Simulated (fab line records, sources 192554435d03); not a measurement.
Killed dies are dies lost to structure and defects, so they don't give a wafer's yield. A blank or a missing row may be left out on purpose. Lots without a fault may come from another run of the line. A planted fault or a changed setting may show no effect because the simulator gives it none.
Split-lot experiment | flow n5_finfet | 7 lots, 39 wafers read, on a route of 1938 steps

THE SPLIT
At N5_BEOL_M9_PECVD_70 (deposits SiO2 from TEOS/O2, target thk 20 nm, time 22.7 s), the setting time_s was moved away from the recipe's 22.7 s on 15 of the 39 wafers read, by -56.0% to +47.4%. The other wafers ran this setting at the recipe's value.

The reading is taken at the split's own step.

THE READING
SiO2_of_BEOL_M9_PECVD_70.thk_nm (the simulator's own value, which no gauge read), in nm, at N5_BEOL_M9_PECVD_70 (deposits SiO2 from TEOS/O2, target thk 20 nm, time 22.7 s). The file gives no usual value for it. The 24 wafers here that ran the recipe average 20.2 nm, standard deviation 0.23 nm.

wafer  | tool, chamber at the split | time_s as run, s | against the recipe | SiO2_of_BEOL_M9_PECVD_70.thk_nm, nm | against lot-mates on the recipe
L077.1 | pecvd-01, 0,1              | 22.7             | recipe             | 20.2                                | -
L077.6 | pecvd-01, 0,1              | 22.7             | recipe             | 20.2                                | -
L077.2 | pecvd-01, 1                | 33.47            | +47.4%             | 29                                  | +8.7
L077.3 | pecvd-01, 2                | 33.47            | +47.4%             | 28.8                                | +8.5
L077.4 | pecvd-01, 0                | 22.7             | recipe             | 20.4                                | -
L077.5 | pecvd-01, 2                | 33.47            | +47.4%             | 29.4                                | +9.1
L080.1 | pecvd-01, 2                | 9.981            | -56.0%             | 9                                   | -11.3
L080.2 | pecvd-01, 1                | 22.7             | recipe             | 20                                  | -
L080.3 | pecvd-01, 0                | 9.981            | -56.0%             | 9.2                                 | -11.1
L080.4 | pecvd-01, 0                | 9.981            | -56.0%             | 9.2                                 | -11.1
L080.5 | pecvd-01, 2,1              | 22.7             | recipe             | 20.4                                | -
L080.6 | pecvd-01, 2,1              | 22.7             | recipe             | 20.4                                | -
L085.1 | pecvd-01, 0                | 22.7             | recipe             | 20.2                                | -
L085.5 | pecvd-01, 0                | 22.7             | recipe             | 20                                  | -
L085.6 | pecvd-01, 2                | 22.7             | recipe             | 20.4                                | -
L084.1 | pecvd-01, 2                | 22.7             | recipe             | 19.6                                | -
L084.2 | pecvd-01, 0                | 22.7             | recipe             | 19.8                                | -
L084.3 | pecvd-01, 1                | 31.15            | +37.2%             | 26.8                                | +6.9
L084.4 | pecvd-01, 0                | 22.7             | recipe             | 20.2                                | -
L084.5 | pecvd-01, 1                | 31.15            | +37.2%             | 27.2                                | +7.3
L084.6 | pecvd-01, 2                | 31.15            | +37.2%             | 27.4                                | +7.5
L087.1 | pecvd-01, 2                | 22.7             | recipe             | 20                                  | -
L087.2 | pecvd-01, 0                | 22.7             | recipe             | 20.2                                | -
L087.3 | pecvd-01, 1                | 18.99            | -16.3%             | 16.8                                | -3.4
L087.4 | pecvd-01, 1                | 22.7             | recipe             | 20.4                                | -
L087.5 | pecvd-01, 2                | 18.99            | -16.3%             | 17                                  | -3.2
L087.6 | pecvd-01, 0                | 18.99            | -16.3%             | 17.2                                | -3.0
L092.1 | pecvd-01, 0,1              | 22.7             | recipe             | 19.8                                | -
L092.3 | pecvd-01, 0,1              | 22.7             | recipe             | 19.8                                | -
L092.2 | pecvd-01, 2                | 18.35            | -19.2%             | 16                                  | -4.0
L092.4 | pecvd-01, 1                | 22.7             | recipe             | 20.4                                | -
L092.5 | pecvd-01, 2                | 18.35            | -19.2%             | 16.4                                | -3.6
L092.6 | pecvd-01, 0                | 18.35            | -19.2%             | 16.8                                | -3.2
L093.1 | pecvd-02, 0,1,2            | 22.7             | recipe             | 20.2                                | -
L093.2 | pecvd-02, 0,1,2            | 22.7             | recipe             | 20.2                                | -
L093.3 | pecvd-02, 0,1,2            | 22.7             | recipe             | 20.2                                | -
L093.4 | pecvd-02, 1,0,2            | 22.7             | recipe             | 20.4                                | -
L093.5 | pecvd-02, 1,0,2            | 22.7             | recipe             | 20.4                                | -
L093.6 | pecvd-02, 1,0,2            | 22.7             | recipe             | 20.4                                | -
Where a row lists several chambers, the file gives one row for several wafers and doesn't say which wafer went through which chamber.

THE FIT
A straight line over all 39 wafers: SiO2_of_BEOL_M9_PECVD_70.thk_nm changes by +0.192 nm for each +1% of time_s; r = +1.00; the points scatter about the line by 0.26 nm.
The same after taking each lot's own level away (the mean of its wafers on the recipe; 39 wafers): +0.193 nm for each +1%; r = +1.00; scatter 0.25 nm.
On that fit, the largest move of time_s shifts the reading by 11 nm.
The lots' own levels span 19.87 to 20.30 nm, that is 1.9 times the standard deviation above.
So the lot-to-lot level changes the slope little: the two slopes agree.
Check: with one of the wafers moved furthest among these (-56.0%) left out of the fit, the line predicts -10.8 nm for it against its lot-mates. It came out at -11.3 nm against them.

OTHER SPLITS ON THESE WAFERS
These wafers also went through other splits before the reading. Each is held against what the fit with the lots' levels taken away leaves over:
other split on the same wafers | wafers away from the commonest value | r with SiO2_of_BEOL_M9_PECVD_70.thk_nm (lot level and that fit taken away)
N5_BEOL_M8_DESCUM_16 time_s    | 15                                   | +0.27

THE FILE'S OWN FIT
SiO2_of_BEOL_M9_PECVD_70.thk_nm changes by +0.193 nm for each +1% of time_s, r = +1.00.
